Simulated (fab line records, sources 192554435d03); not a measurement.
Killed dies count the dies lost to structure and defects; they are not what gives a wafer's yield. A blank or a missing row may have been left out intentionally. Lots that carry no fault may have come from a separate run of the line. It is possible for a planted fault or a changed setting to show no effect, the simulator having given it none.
Which tool was responsible? ; flow n5_finfet ; at 1 step of a route of 1938, 11 lots with 31 wafers sampled

WHAT EACH GAUGE READ, for each wafer
N5_MOL_CONTACT_COAG_OVL_MEAS_41.
lot;measured;on;VD_OVL (nm)
L482;day 5 10:06;overlay-01;0.9 1.1 0.5
L484;day 5 18:27;overlay-02;0.7 0.6 -0.2
L486;day 6 07:49;overlay-02;0.0 0.4 0.0
L489;day 6 23:52;overlay-01;0.9 0.5 0.3
L493;day 8 06:22;overlay-01;-0.5 -0.4 -0.7
L494;day 8 08:29;overlay-02;-0.4 -0.7
L495;day 8 13:32;overlay-02;1.4 1.1
L497;day 8 21:33;overlay-01;-1.0 -1.0 -1.1
L498;day 9 04:38;overlay-01;0.7 1.6 0.7
L504;day 10 20:40;overlay-02;0.0 0.5 0.0
L505;day 10 21:19;overlay-01;0.3 -1.2 -1.4

EACH LOT AND THE TOOL THAT RAN IT (in order: tool; ch and the chambers of the sampled wafers; start)
The record shows no process step preceding these readings.

WHAT THE TOOLS THEMSELVES READ (means of the sampled wafers that have a number; where no wafer has one, the mark that the record gives instead)
The record holds no such reading with a usual standard deviation.

THE ANSWER, worked out from the rows above alone
Rule: what is usual is taken from the lots themselves. Put in order of their means at a reading, lots are off if they are a third of the lots or fewer, leave a main group of 4 or more, and stand apart from it by a gap of 3 or more times the standard deviation of the main group's means; of several such gaps the widest counts. Not used: any main group whose means are identical at the precision the tables above print for the reading. A lot without any number at a reading at which 4 lots or more have one is off too. Where the step has rows for the other lots, those lots are counted as sound. Order of review: gauges by route order, followed by the tools' own readings, for which a lot's mean as printed above is used. The first step at which some lot is off is used, and at that step the reading that is off furthest; a lot without a number counts as furthest.
No lot is off at any reading shown: from this, nothing can be told.

WHAT HAD BEEN PUT IN BY THE SIMULATOR
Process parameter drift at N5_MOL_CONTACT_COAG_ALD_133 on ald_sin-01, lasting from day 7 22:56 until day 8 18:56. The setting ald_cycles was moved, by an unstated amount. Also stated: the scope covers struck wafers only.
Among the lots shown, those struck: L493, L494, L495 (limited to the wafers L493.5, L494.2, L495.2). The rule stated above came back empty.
